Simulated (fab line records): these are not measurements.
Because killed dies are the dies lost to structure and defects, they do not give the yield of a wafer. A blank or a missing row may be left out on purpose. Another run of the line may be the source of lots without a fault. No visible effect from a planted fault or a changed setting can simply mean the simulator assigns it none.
Which of the tools did it? | flow n5Finfet | route of 1938 steps, sampled at 1 step: 12 lots, 36 wafers

## WHAT THE GAUGES SHOWED, per wafer
N5_BEOL_M2_THK_MEAS_53: measures by xrf.
lot  | measured     | on           | M2_THK (nm)
L075 | day 7 02:08  | filmMetro-01 | 41.7 39.6 41.0
L077 | day 7 12:29  | filmMetro-02 | 38.8 37.9 38.6
L079 | day 8 09:40  | filmMetro-02 | 41.2 41.9 40.4
L081 | day 9 00:16  | filmMetro-02 | 39.4 41.0 39.0
L083 | day 9 06:07  | filmMetro-02 | 42.8 40.8 40.5
L085 | day 10 00:25 | filmMetro-02 | 41.3 40.4 42.4
L087 | day 10 06:39 | filmMetro-02 | 37.4 38.5 39.2
L089 | day 10 22:08 | filmMetro-01 | 41.6 40.4 41.3
L091 | day 11 05:15 | filmMetro-02 | 42.7 40.3 40.1
L092 | day 11 09:14 | filmMetro-01 | 40.8 40.4 40.4
L095 | day 12 17:31 | filmMetro-01 | 41.3 41.1 42.6
L096 | day 12 21:04 | filmMetro-01 | 40.0 40.0 39.9

## WHAT TOOL EACH LOT RAN ON (gives the tool, then ch and the chambers of the sampled wafers, and finally the start)
The record shows no process step preceding these readings.

## THE ANSWER, worked out from the rows above alone
Rule: the usual values come from the lots themselves. The widest of any qualifying gaps counts: lots, ordered by their means at a reading, are off when they make up no more than a third of the lots, leave a main group of 4 or more, and stand apart from it by 3 or more times the standard deviation of that group's means. The tables above print the reading to a certain number of digits; a main group whose means all agree to those digits is not used. A lot without any number at a reading at which 4 lots or more have one is off too. All remaining lots with rows at the step are treated as sound.
No lot is off on any of the readings shown, so nothing can be concluded from this.

## WHAT THE SIMULATOR HAD INSERTED
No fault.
